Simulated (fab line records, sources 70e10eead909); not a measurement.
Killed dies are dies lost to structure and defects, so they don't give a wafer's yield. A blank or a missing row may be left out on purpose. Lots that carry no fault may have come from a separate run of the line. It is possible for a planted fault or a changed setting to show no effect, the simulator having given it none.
fab line records + flow nand-harc
record:
- lots: 6
- wafers: 18
- last-day: 33
route steps=1302 shown A_SLIT@926
lots with no fault: from the same line, run without faults
start-h: hours from the record's opening day to when the first of the lot's shown wafers began + wait-h: hours since the lot's step before + " repeats the value in the row above + L1.1+2: one row covering several wafers at once + - either no value or no given start + * or withheld: withheld + < > ~ a bound
route shown NAME@n: names a module that has steps shown in the file, with the first one's number in the route + usual: mean and standard deviation over wafers with no fault + same: alike in all rows + chamber/n: place in a boat + sites: readings site by site + _std_site: standard deviation of those values + _edge_site: the outer-site mean with the inner-site mean subtracted + radius-mm: for every site, how far away it sits from the centre of the wafer + mask NAME#n: copy n + behind: the tool/chamber that last shaped the wafer + hold: reason for holding the lot/hours on hold/outcome of the hold + device: the n, p or np transistor that did not switch + end of line: the tests these same wafers got at the end of their route + a step without rows: its recipe alone + killed: dies lost to structure and defects at the first sort, not the wafer's yield + map: per-die view of a wafer (x killed, . not killed, _ where there is no die)
set.NAME: the setting as run; set.NAME@STEP: as run at that earlier step + model.NAME: the simulator's own value behind a step, which no gauge read
lots seen at some steps along the route; tables by step, rows by wafer
services: a tool's chamber out of use, with start hour (start-h, from the record's first day; less than 0 if before it), hours out, and reason
== steps ==
step: NHARC_A_SLIT_HMDS_02
recipe:
- time-s: 30
step: NHARC_A_SLIT_COAT_03
recipe:
- spin-rpm: 1500
- resist-thk-nm: 90
step: NHARC_A_SLIT_SOFTBAKE_04
recipe:
- temp-c: 105
- time-s: 55
step: NHARC_A_SLIT_EBR_05
step: NHARC_A_SLIT_EXPOSE_06
recipe:
- na: 1.35
- dose-mj: 60.82
- mask-id: SLIT
step: NHARC_A_SLIT_PEB_07
recipe:
- peb-temp-c: 100
- peb-time-s: 65
step: NHARC_A_SLIT_DEVELOP_08
recipe:
- develop-time-s: 35
- dev-temp-c: 23
step: NHARC_A_SLIT_CD_MEAS_09
recipe:
- target-cd-nm: 300
- landing-energy-ev: 500
usual:
- cd-nm: 300.0/0.53
| lot.wafer | tool      | chamber | start-h | wait-h | cd-nm |
|-----------|-----------|---------|---------|--------|-------|
| L341.1    | cd-sem-01 | 0       | 453.79  | -      | 299.9 |
| L341.3    | "         | 0       | "       | "      | 300.7 |
| L341.6    | "         | 0       | "       | "      | 300.3 |
| L349.2    | cd-sem-01 | 0       | 539.80  | -      | 299.1 |
| L349.3    | "         | 0       | "       | "      | 298.6 |
| L349.6    | "         | 0       | "       | "      | 298.8 |
| L355.3    | cd-sem-02 | 0       | 609.76  | -      | 299.7 |
| L355.5    | "         | 0       | "       | "      | 300.8 |
| L355.6    | "         | 0       | "       | "      | 301.2 |
| L356.1    | cd-sem-01 | 0       | 614.31  | -      | 300.0 |
| L356.4    | "         | 0       | "       | "      | 299.8 |
| L356.6    | "         | 0       | "       | "      | 300.4 |
| L363.3    | cd-sem-01 | 0       | 677.10  | -      | 299.8 |
| L363.5    | "         | 0       | "       | "      | 299.9 |
| L363.6    | "         | 0       | "       | "      | 299.7 |
| L362.1    | cd-sem-01 | 0       | 680.63  | -      | 299.2 |
| L362.3    | "         | 0       | "       | "      | 300.0 |
| L362.4    | "         | 0       | "       | "      | 298.9 |
step: NHARC_A_SLIT_OVL_MEAS_10
usual:
- overlay-x-nm: -0.4/0.93
- overlay-y-nm: 0.1/0.8
| lot.wafer | tool       | chamber | start-h | wait-h | overlay-x-nm | overlay-y-nm |
|-----------|------------|---------|---------|--------|--------------|--------------|
| L341.1    | overlay-02 | -       | 453.88  | -      | 0.2          | -0.4         |
| L341.3    | "          | -       | "       | "      | 0.4          | -0.2         |
| L341.6    | "          | -       | "       | "      | 0.4          | -0.5         |
| L349.2    | overlay-02 | -       | 539.89  | -      | -1.6         | -0.7         |
| L349.3    | "          | -       | "       | "      | -1.0         | -0.4         |
| L349.6    | "          | -       | "       | "      | -0.8         | -0.1         |
| L355.3    | overlay-01 | -       | 609.85  | -      | 0.1          | -1.3         |
| L355.5    | "          | -       | "       | "      | -0.3         | -1.2         |
| L355.6    | "          | -       | "       | "      | 0.1          | -0.8         |
| L356.1    | overlay-02 | -       | 614.39  | -      | -2.5         | 0.9          |
| L356.4    | "          | -       | "       | "      | -1.8         | 0.9          |
| L356.6    | "          | -       | "       | "      | -1.2         | 1.0          |
| L363.3    | overlay-02 | -       | 677.18  | -      | 0.1          | 0.5          |
| L363.5    | "          | -       | "       | "      | 0.2          | 0.3          |
| L363.6    | "          | -       | "       | "      | -0.3         | 0.5          |
| L362.1    | overlay-01 | -       | 680.72  | -      | -0.8         | 0.0          |
| L362.3    | "          | -       | "       | "      | -1.4         | -0.6         |
| L362.4    | "          | -       | "       | "      | -2.1         | -0.4         |
step: NHARC_A_SLIT_INSPECT_11
usual:
- raw-defect-count: 51/29
| lot.wafer | tool              | chamber | start-h | wait-h | raw-defect-count |
|-----------|-------------------|---------|---------|--------|------------------|
| L341.1    | defect-inspect-02 | -       | 453.91  | 0.0    | 23               |
| L341.3    | "                 | -       | "       | "      | 27               |
| L341.6    | "                 | -       | "       | "      | 24               |
| L349.2    | defect-inspect-01 | -       | 539.92  | 0.0    | 79               |
| L349.3    | "                 | -       | "       | "      | 63               |
| L349.6    | "                 | -       | "       | "      | 85               |
| L355.3    | defect-inspect-02 | -       | 609.88  | 0.0    | 53               |
| L355.5    | "                 | -       | "       | "      | 60               |
| L355.6    | "                 | -       | "       | "      | 69               |
| L356.1    | defect-inspect-01 | -       | 614.43  | 0.0    | 45               |
| L356.4    | "                 | -       | "       | "      | 41               |
| L356.6    | "                 | -       | "       | "      | 38               |
| L363.3    | defect-inspect-01 | -       | 677.22  | 0.0    | 57               |
| L363.5    | "                 | -       | "       | "      | 74               |
| L363.6    | "                 | -       | "       | "      | 64               |
| L362.1    | defect-inspect-02 | -       | 680.75  | 0.0    | 12               |
| L362.3    | "                 | -       | "       | "      | 15               |
| L362.4    | "                 | -       | "       | "      | 18               |
step: NHARC_A_SLIT_DESCUM_14
recipe:
- time-s: 3
- o2-flow-sccm: 200
- ar-flow-sccm: 0
- bias-power-w: 0
- chemistry: O2
usual:
- chamber-pressure-mTorr: 60.01/0.054
- drypump-motor-current-A: 5.8/0.35
- oes-product-au: 0.997/0.0097
- rf-vpp-V: 57.6/0.91
- showerhead-plenum-p-Torr: 1.90/0.066
- throttle-valve-pct: 11.310/0.0091
| lot.wafer | tool        | chamber | start-h | wait-h | chamber-pressure-mTorr | drypump-motor-current-A | oes-product-au | rf-hours-counter-h | rf-vpp-V | showerhead-plenum-p-Torr | throttle-valve-pct |
|-----------|-------------|---------|---------|--------|------------------------|-------------------------|----------------|--------------------|----------|--------------------------|--------------------|
| L341.3    | rie-diel-09 | 0       | 453.98  | 0.1    | 60.01                  | 5.9                     | 1.005          | 6                  | 57.0     | 2.01                     | 11.302             |
| L341.1    | "           | 2       | "       | "      | 60.02                  | 6.1                     | 1.002          | 6                  | 58.3     | 1.96                     | 11.315             |
| L341.6    | "           | 0       | "       | "      | 60.03                  | 5.9                     | 0.995          | -                  | 58.4     | 2.01                     | 11.301             |
| L349.2    | rie-diel-03 | 3       | 539.98  | 0.1    | 60.01                  | 5.7                     | 0.989          | 4                  | 56.9     | 1.92                     | 11.315             |
| L349.3    | "           | 0       | "       | "      | 59.95                  | 5.8                     | 0.999          | 5                  | 55.3     | 1.85                     | 11.317             |
| L349.6    | "           | 0       | "       | "      | 60.08                  | 5.8                     | 0.994          | -                  | 56.8     | 1.85                     | 11.317             |
| L355.3    | rie-diel-09 | 2       | 609.97  | 0.1    | 59.99                  | 6.1                     | 0.990          | 7                  | 56.6     | 1.96                     | 11.303             |
| L355.6    | "           | 1       | "       | "      | 59.99                  | 5.3                     | 1.005          | -                  | 57.2     | 1.87                     | 11.309             |
| L355.5    | "           | 2       | "       | "      | 60.03                  | 6.1                     | 0.991          | -                  | 57.2     | 1.95                     | 11.318             |
| L356.1    | rie-diel-09 | 2       | 614.51  | 0.1    | 59.98                  | 6.1                     | 0.992          | 8                  | 58.4     | 1.95                     | 11.313             |
| L356.4    | "           | 0       | "       | "      | 60.08                  | 5.9                     | 0.994          | -                  | 59.6     | 2.01                     | 11.311             |
| L356.6    | "           | 1       | "       | "      | 60.01                  | 5.3                     | 0.995          | -                  | 58.6     | 1.87                     | 11.313             |
| L363.3    | rie-diel-11 | 2       | 677.30  | 0.1    | 60.03                  | 5.6                     | 0.997          | 2                  | 57.8     | 1.94                     | 11.303             |
| L363.5    | "           | 3       | "       | "      | 60.09                  | 4.8                     | 0.994          | -                  | 57.8     | 1.86                     | 11.301             |
| L363.6    | "           | 0       | "       | "      | 59.95                  | 6.2                     | 1.012          | -                  | 58.2     | 1.98                     | 11.298             |
| L362.4    | rie-diel-03 | 0       | 680.82  | 0.1    | 60.00                  | 5.8                     | 0.993          | 1                  | 56.9     | 1.85                     | 11.319             |
| L362.3    | "           | 2       | "       | "      | 59.95                  | 6.2                     | 0.999          | 1                  | 57.4     | 1.82                     | 11.317             |
| L362.1    | "           | 3       | "       | "      | 59.92                  | 5.8                     | 1.008          | 1                  | 57.2     | 1.92                     | 11.313             |
step: NHARC_A_SLIT_ETCH_24
recipe:
- target-depth-a: 1210
- time-s: 60.5
- cf4-flow-sccm: 100
- chf3-flow-sccm: 30
- ar-flow-sccm: 0
- rf-w: 500
- bias-w: 200
- chemistry: CF4/CHF3
usual:
- bias-w: 200.0/0.57
- chamber-pressure-mTorr: 24.998/0.023
- drypump-motor-current-A: 5.8/0.36
- oes-product-au: 0.953/0.022
- rf-vpp-V: 370.4/1.8
- run-length-s: 81.7/0.55
- showerhead-plenum-p-Torr: 1.56/0.05
- throttle-valve-pct: 16.802/0.0089
| lot.wafer | tool        | chamber | start-h | wait-h | bias-w | chamber-pressure-mTorr | drypump-motor-current-A | oes-product-au | rf-hours-counter-h | rf-vpp-V | run-length-s | showerhead-plenum-p-Torr | throttle-valve-pct |
|-----------|-------------|---------|---------|--------|--------|------------------------|-------------------------|----------------|--------------------|----------|--------------|--------------------------|--------------------|
| L341.3    | rie-diel-09 | 1       | 454.07  | 0.1    | 200.9  | 25.000                 | 5.3                     | 0.948          | 8                  | 371.4    | 81.8         | 1.54                     | 16.813             |
| L341.1    | "           | 2       | "       | "      | 200.8  | 25.004                 | 6.1                     | 0.967          | 6                  | 371.0    | 81.5         | 1.61                     | 16.810             |
| L341.6    | "           | 0       | "       | "      | 200.1  | 25.018                 | 6.0                     | 0.950          | -                  | 372.3    | 81.7         | 1.65                     | 16.780             |
| L349.2    | rie-diel-03 | 1       | 540.07  | 0.1    | 200.3  | 25.008                 | 5.7                     | 0.965          | 5                  | 367.8    | 81.9         | 1.52                     | 16.808             |
| L349.3    | "           | 0       | "       | "      | 200.5  | 24.999                 | 5.8                     | 0.953          | 5                  | 368.9    | 81.8         | 1.52                     | 16.810             |
| L349.6    | "           | 2       | "       | "      | 199.3  | 24.959                 | 6.2                     | 0.992          | -                  | 368.1    | 83.2         | 1.50                     | 16.808             |
| L355.3    | rie-diel-09 | 0       | 610.05  | 0.1    | 200.3  | 24.999                 | 5.9                     | 0.965          | 6                  | 372.9    | 81.8         | 1.65                     | 16.796             |
| L355.5    | "           | 1       | "       | "      | 200.0  | 25.013                 | 5.3                     | 0.973          | -                  | 370.0    | 81.5         | 1.54                     | 16.815             |
| L355.6    | "           | 2       | "       | "      | 200.4  | 24.961                 | 6.1                     | 0.949          | -                  | 372.3    | 81.5         | 1.61                     | 16.804             |
| L356.1    | rie-diel-09 | 2       | 614.59  | 0.1    | 200.2  | 24.991                 | 6.1                     | 0.954          | 8                  | 370.6    | 81.8         | 1.61                     | 16.792             |
| L356.6    | "           | 2       | "       | "      | 200.4  | 25.022                 | 6.1                     | 0.962          | -                  | 371.2    | 81.4         | 1.61                     | 16.810             |
| L356.4    | "           | 0       | "       | "      | 200.2  | 24.968                 | 5.9                     | 0.961          | -                  | 371.8    | 81.8         | 1.65                     | 16.788             |
| L363.3    | rie-diel-11 | 1       | 677.37  | 0.1    | 199.0  | 25.032                 | 6.0                     | 0.984          | 2                  | 373.7    | 81.7         | 1.65                     | 16.811             |
| L363.5    | "           | 0       | "       | "      | 199.8  | 25.009                 | 6.2                     | 0.959          | -                  | 373.3    | 81.7         | 1.63                     | 16.792             |
| L363.6    | "           | 1       | "       | "      | 199.3  | 24.986                 | 6.0                     | 0.976          | -                  | 373.3    | 82.0         | 1.65                     | 16.812             |
| L362.1    | rie-diel-03 | 0       | 680.90  | 0.1    | 200.1  | 24.989                 | 5.8                     | 0.946          | 1                  | 368.9    | 82.3         | 1.52                     | 16.797             |
| L362.3    | "           | 1       | "       | "      | 200.7  | 25.008                 | 5.8                     | 0.949          | 1                  | 368.7    | 81.7         | 1.51                     | 16.813             |
| L362.4    | "           | 2       | "       | "      | 199.9  | 24.991                 | 6.2                     | 0.984          | 1                  | 367.9    | 82.8         | 1.50                     | 16.798             |
step: NHARC_A_SLIT_ETCH_15
recipe:
- target-depth-a: 62000
- over-etch-frac: 0.3
- time-s: 1612
- ion-energy-ev: 150
- o2-flow-sccm: 400
- cos-flow-sccm: 20
- ar-flow-sccm: 0
- rf-w: 500
- bias-w: 300
- chemistry: O2/COS
usual:
- bias-w: 300.0/0.8
- chamber-pressure-mTorr: 20.001/0.019
- cos-flow-sccm: 20.00/0.057
- drypump-motor-current-A: 5.8/0.37
- oes-product-au: 0.999/0.01
- rf-vpp-V: 313.9/1.6
- run-length-s: 1633.2/0.56
- showerhead-plenum-p-Torr: 3.10/0.1
- throttle-valve-pct: 28.330/0.009
| lot.wafer | tool        | chamber | start-h | wait-h | bias-w | chamber-pressure-mTorr | cos-flow-sccm | drypump-motor-current-A | oes-product-au | rf-hours-counter-h | rf-vpp-V | run-length-s | showerhead-plenum-p-Torr | throttle-valve-pct | model.A_SLIT.cd-offset-nm |
|-----------|-------------|---------|---------|--------|--------|------------------------|---------------|-------------------------|----------------|--------------------|----------|--------------|--------------------------|--------------------|---------------------------|
| L341.3    | rie-diel-09 | 1       | 454.26  | -      | 299.9  | 20.030                 | 20.05         | 5.3                     | 1.007          | 8                  | 313.0    | 1632.6       | 3.06                     | 28.324             | -0.4034                   |
| L341.1    | "           | 2       | "       | "      | 300.0  | 20.001                 | 20.04         | 6.1                     | 1.017          | 6                  | 314.8    | 1633.0       | 3.19                     | 28.313             | -0.4136                   |
| L341.6    | "           | 0       | "       | "      | 300.1  | 19.996                 | 19.97         | 6.0                     | 1.001          | -                  | 317.5    | 1633.7       | 3.28                     | 28.317             | -1.363                    |
| L349.3    | rie-diel-03 | 2       | 540.27  | -      | 299.8  | 20.024                 | 20.09         | 6.2                     | 0.998          | 5                  | 311.3    | 1634.5       | 2.98                     | 28.329             | -0.5841                   |
| L349.2    | "           | 3       | "       | "      | 300.1  | 20.030                 | 20.05         | 5.7                     | 0.985          | 4                  | 314.1    | 1632.4       | 3.13                     | 28.326             | -1.971                    |
| L349.6    | "           | 1       | "       | "      | 299.9  | 20.013                 | 20.04         | 5.7                     | 0.980          | -                  | 312.7    | 1633.3       | 3.01                     | 28.322             | -0.05707                  |
| L355.3    | rie-diel-09 | 1       | 610.30  | -      | 299.4  | 19.993                 | 19.96         | 5.3                     | 1.002          | 7                  | 314.5    | 1632.8       | 3.06                     | 28.334             | -0.7308                   |
| L355.5    | "           | 0       | "       | "      | -      | 20.015                 | 19.97         | 5.9                     | 0.994          | -                  | 316.0    | 1227.4       | 3.27                     | 28.333             | -3.662                    |
| L355.6    | "           | 2       | "       | "      | 301.4  | 20.007                 | 19.87         | 6.1                     | 1.000          | -                  | 313.9    | 1633.0       | 3.19                     | 28.341             | 0.06554                   |
| L356.1    | rie-diel-09 | 0       | 615.00  | -      | 299.7  | 20.021                 | 20.04         | 5.9                     | 1.006          | 8                  | 316.1    | 1633.4       | 3.27                     | 28.319             | -1.594                    |
| L356.4    | "           | 2       | "       | "      | -      | 20.003                 | 20.05         | 6.1                     | 1.002          | -                  | 314.7    | 1226.8       | 3.19                     | 28.328             | -5.724                    |
| L356.6    | "           | 0       | "       | "      | 300.7  | 19.960                 | 20.05         | 5.9                     | 1.010          | -                  | 316.9    | 1633.5       | 3.27                     | 28.320             | -1.299                    |
| L363.3    | rie-diel-11 | 2       | 677.45  | -      | 300.2  | 19.997                 | 19.96         | 5.6                     | 1.002          | 3                  | 315.4    | 1633.2       | 3.16                     | 28.323             | -0.5704                   |
| L363.5    | "           | 2       | "       | "      | 300.1  | 20.013                 | 19.88         | 5.6                     | 0.984          | -                  | 315.1    | 1633.1       | 3.16                     | 28.312             | -1.034                    |
| L363.6    | "           | 3       | "       | "      | 299.9  | 20.017                 | 20.03         | 4.7                     | 0.986          | -                  | 312.8    | 1632.4       | 3.03                     | 28.319             | -0.832                    |
| L362.3    | rie-diel-03 | 3       | 681.10  | -      | 300.5  | 19.986                 | 20.00         | 5.7                     | 1.005          | 1                  | 314.8    | 1632.3       | 3.13                     | 28.343             | -0.8523                   |
| L362.4    | "           | 0       | "       | "      | 298.9  | 19.987                 | 19.90         | 5.8                     | 0.983          | 1                  | 313.4    | 1633.3       | 3.02                     | 28.317             | -0.1593                   |
| L362.1    | "           | 1       | "       | "      | 300.0  | 20.020                 | 20.04         | 5.8                     | 0.989          | 1                  | 314.1    | 1633.9       | 3.00                     | 28.331             | -1.494                    |
step: NHARC_A_SLIT_ETCH_17
recipe:
- bias-v: 900
- source-w: withheld
- pressure-mtorr: 20
- ar-flow-sccm: 375
- c4f8-flow-sccm: 83.3
- o2-flow-sccm: 41.7
- time-s: 4254.5
- target-depth-a: 2.03e+05
- chemistry: C4F8/O2/Ar
usual:
- chamber-pressure-mTorr: 20.001/0.017
- drypump-motor-current-A: 6.0/0.62
- run-length-s: 4194.5/0
- showerhead-plenum-p-Torr: 3.68/0.13
- throttle-valve-pct: 32.045/0.01
| lot.wafer | tool        | chamber | start-h | wait-h | chamber-pressure-mTorr | drypump-motor-current-A | rf-hours-counter-h | run-length-s | showerhead-plenum-p-Torr | throttle-valve-pct |
|-----------|-------------|---------|---------|--------|------------------------|-------------------------|--------------------|--------------|--------------------------|--------------------|
| L341.1    | har-etch-02 | 1       | 460.39  | -      | 20.013                 | 6.4                     | 43                 | 4194.5       | 3.92                     | 32.051             |
| L341.3    | "           | 0       | 462.19  | -      | 19.995                 | 6.4                     | -                  | 4194.5       | 3.61                     | 32.037             |
| L341.6    | "           | 1       | "       | "      | 20.029                 | 6.4                     | -                  | 4194.5       | 3.92                     | 32.039             |
| L349.2    | har-etch-01 | 0       | 541.23  | -      | 19.957                 | 6.3                     | 283                | 4194.5       | 3.63                     | 32.051             |
| L349.3    | "           | 1       | 543.04  | -      | 19.983                 | 4.9                     | -                  | 4194.5       | 3.60                     | 32.046             |
| L349.6    | "           | 1       | 544.25  | -      | 19.988                 | 4.8                     | -                  | 4194.5       | 3.60                     | 32.064             |
| L355.3    | har-etch-02 | 0       | 612.69  | -      | 19.985                 | 6.4                     | -                  | 4194.5       | 3.56                     | 32.059             |
| L355.6    | "           | 0       | 613.93  | -      | 19.993                 | 6.4                     | -                  | 4194.5       | 3.56                     | 32.053             |
| L355.5    | "           | 1       | "       | "      | 19.999                 | 6.3                     | -                  | 4194.5       | 3.87                     | 32.064             |
| L356.1    | har-etch-01 | 0       | 618.83  | -      | 19.985                 | 6.3                     | 329                | 4194.5       | 3.61                     | 32.055             |
| L356.4    | "           | 0       | 620.03  | -      | 20.001                 | 6.3                     | -                  | 4194.5       | 3.61                     | 32.049             |
| L356.6    | "           | 1       | 621.84  | -      | 20.023                 | 4.8                     | -                  | 4194.5       | 3.58                     | 32.031             |
| L363.3    | har-etch-02 | 1       | 680.35  | -      | 19.978                 | 6.4                     | -                  | 4194.5       | 3.84                     | 32.061             |
| L363.5    | "           | 0       | "       | "      | 19.994                 | 6.4                     | -                  | 4194.5       | 3.54                     | 32.054             |
| L363.6    | "           | 1       | "       | "      | 19.986                 | 6.4                     | -                  | 4194.5       | 3.84                     | 32.054             |
| L362.1    | har-etch-01 | 1       | 682.07  | -      | 19.992                 | 4.8                     | 367                | 4194.5       | 3.56                     | 32.043             |
| L362.4    | "           | 1       | 683.29  | -      | 19.975                 | 4.8                     | -                  | 4194.5       | 3.56                     | 32.035             |
| L362.3    | "           | 0       | "       | "      | 20.014                 | 6.3                     | -                  | 4194.5       | 3.59                     | 32.044             |
== services ==
| tool        | chamber | start-h | hours | kind       |
|-------------|---------|---------|-------|------------|
| rie-diel-11 | -       | 432.75  | 9.0   | pm         |
| rie-diel-09 | 0       | 451.66  | -     | clean      |
| rie-diel-09 | 1       | 451.66  | -     | clean      |
| rie-diel-09 | 2       | 451.66  | -     | clean      |
| rie-diel-09 | 3       | 451.66  | -     | clean      |
| rie-diel-03 | -       | 458.30  | 9.0   | pm         |
| rie-diel-09 | 0       | 476.17  | -     | clean      |
| rie-diel-09 | 1       | 476.17  | -     | clean      |
| rie-diel-09 | 2       | 476.17  | -     | clean      |
| rie-diel-09 | 3       | 476.17  | -     | clean      |
| rie-diel-11 | 3       | 477.84  | 6.8   | repair     |
| rie-diel-09 | -       | 497.10  | 9.0   | pm         |
| rie-diel-09 | 0       | 497.10  | 9.0   | vent-cycle |
| rie-diel-09 | 1       | 497.10  | 9.0   | vent-cycle |
| rie-diel-09 | 2       | 497.10  | 9.0   | vent-cycle |
| rie-diel-09 | 3       | 497.10  | 9.0   | vent-cycle |
| rie-diel-09 | 3       | 580.02  | 9.2   | repair     |
| rie-diel-03 | 1       | 585.83  | 3.7   | repair     |
| rie-diel-09 | 3       | 607.23  | 8.0   | repair     |
| rie-diel-11 | -       | 609.75  | 9.0   | pm         |
| rie-diel-09 | 1       | 622.14  | 5.5   | repair     |
| rie-diel-03 | -       | 635.30  | 9.0   | pm         |
| rie-diel-11 | 0       | 664.13  | 10.0  | repair     |
| rie-diel-09 | -       | 674.10  | 9.0   | pm         |
== key ==
first-sign:
- step: NHARC_A_SLIT_ETCH_15
- reading: run-length-s
- direction: down
- sigmas: 99+
- usual: *
- struck: *
effect none on later readings
model-effect:
- step: NHARC_A_SLIT_ETCH_15
- value: A_SLIT.cd-offset-nm
- without: -0.6306
- struck: -4.693
met-at NHARC_A_SLIT_ETCH_15
struck-wafers L355.5,L356.4
later-rows-left-out L355.5,L356.4
sort-left-out L355.5,L356.4
tester-left-out L355,L356
onset-between 454.26 610.30
fault:
- kind: process-parameter-drift
- tool: rie-diel-09
- chamber: -
- onset-h: 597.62
- steps: NHARC_A_SLIT_ETCH_15
- channel: time-s
- offset: *
- shape: step
- end-h: 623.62
- scope: struck-wafers-only
- acts-in: *
- stated: *
tester-left-out: of these lots the tester's yield and bins aren't shown, on N5 and GAA mostly nor the transistor test; their killed dies are dies lost to structure and defects alone, not to doping, threshold or leakage, so they don't give the yield
sort-left-out: the simulated sort isn't trusted on such a fault, so these wafers' sort isn't shown, and their yield isn't known
later-rows-left-out: the simulator's readings of these wafers behind a module that went badly wrong aren't trusted and aren't shown, but for the sort
